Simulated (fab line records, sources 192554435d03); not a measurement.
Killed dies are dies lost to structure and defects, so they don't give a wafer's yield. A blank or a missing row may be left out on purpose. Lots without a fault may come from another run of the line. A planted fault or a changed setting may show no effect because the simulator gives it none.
Split-lot experiment | flow n5_finfet | 7 lots, 21 wafers read, on a route of 1938 steps

THE SPLIT
At N5_PASSIVATION_PECVD_53 (deposits SiO2 from TEOS/O2, target thk 800 nm, time 169.4 s), the setting temp_c was moved away from the recipe's 400 C on 7 of the 21 wafers read, by -4.2% to +3.5%. The other wafers ran this setting at the recipe's value.

The reading is taken at the split's own step.

THE READING
SiO2_of_PASSIVATION_PECVD_53.thk_nm (the simulator's own value, which no gauge read), in nm, at N5_PASSIVATION_PECVD_53 (deposits SiO2 from TEOS/O2, target thk 800 nm, time 169.4 s). The file gives no usual value for it. The 14 wafers here that ran the recipe average 792.0 nm, standard deviation 14 nm.

wafer  | tool, chamber at the split | temp_c as run, C | against the recipe | SiO2_of_PASSIVATION_PECVD_53.thk_nm, nm | against lot-mates on the recipe
L075.1 | pecvd-01, 1                | 400              | recipe             | 771                                     | -
L075.3 | pecvd-01, 2                | 400              | recipe             | 809.6                                   | -
L075.4 | pecvd-01, 1                | 400              | recipe             | 791.2                                   | -
L080.2 | pecvd-03, 1                | 383              | -4.2%              | 868.4                                   | +62.6
L080.4 | pecvd-03, 2                | 400              | recipe             | 805.8                                   | -
L080.6 | pecvd-03, 0                | 383              | -4.2%              | 889.8                                   | +84.0
L088.1 | pecvd-03, 2                | 400              | recipe             | 787.8                                   | -
L088.3 | pecvd-03, 1                | 400              | recipe             | 782.8                                   | -
L088.4 | pecvd-03, 1                | 400              | recipe             | 784.8                                   | -
L090.3 | pecvd-01, 1                | 400              | recipe             | 764.4                                   | -
L090.4 | pecvd-01, 2                | 414              | +3.5%              | 725.6                                   | -38.8
L090.6 | pecvd-01, 1                | 414              | +3.5%              | 700.2                                   | -64.2
L091.3 | pecvd-03, 0                | 400              | recipe             | 800.4                                   | -
L091.5 | pecvd-03, 2                | 400              | recipe             | 807.8                                   | -
L091.6 | pecvd-03, 0                | 400              | recipe             | 811.4                                   | -
L093.2 | pecvd-04, 0                | 400              | recipe             | 794.2                                   | -
L093.3 | pecvd-04, 2                | 392.1            | -2.0%              | 837.6                                   | +42.1
L093.6 | pecvd-04, 2                | 400              | recipe             | 796.8                                   | -
L095.2 | pecvd-01, 1                | 400              | recipe             | 780                                     | -
L095.3 | pecvd-01, 0                | 411.1            | +2.8%              | 730                                     | -50.0
L095.5 | pecvd-01, 2                | 411.1            | +2.8%              | 743.6                                   | -36.4

THE FIT
A straight line over all 21 wafers: SiO2_of_PASSIVATION_PECVD_53.thk_nm changes by -21.1 nm for each +1% of temp_c; r = -0.95; the points scatter about the line by 14 nm.
The same after taking each lot's own level away (the mean of its wafers on the recipe; 21 wafers): -16.4 nm for each +1%; r = -0.96; scatter 9.2 nm.
On that fit, the largest move of temp_c shifts the reading by 70 nm.
The lots' own levels span 764.40 to 806.53 nm, that is 3.0 times the standard deviation above.
So the lot-to-lot level changes the slope: the two fits differ.
Check: with one of the wafers moved furthest among these (-4.2%) left out of the fit, the line predicts +74.7 nm for it against its lot-mates. It came out at +62.6 nm against them.

OTHER SPLITS ON THESE WAFERS
These wafers also went through other splits before the reading. Each is held against what the fit with the lots' levels taken away leaves over:
other split on the same wafers | wafers away from the commonest value | r with SiO2_of_PASSIVATION_PECVD_53.thk_nm (lot level and that fit taken away)
N5_BEOL_M14_PEB_26 peb_temp_c  | 9                                    | -0.23
N5_BEOL_M14_SPUTTER_43 power_w | 8                                    | -0.19
N5_BEOL_M14_SPUTTER_44 time_s  | 7                                    | +0.28
N5_PASSIVATION_ETCH_59 time_s  | 6                                    | -0.05

THE FILE'S OWN FIT
SiO2_of_PASSIVATION_PECVD_53.thk_nm changes by -16.6 nm for each +1% of temp_c, r = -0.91.
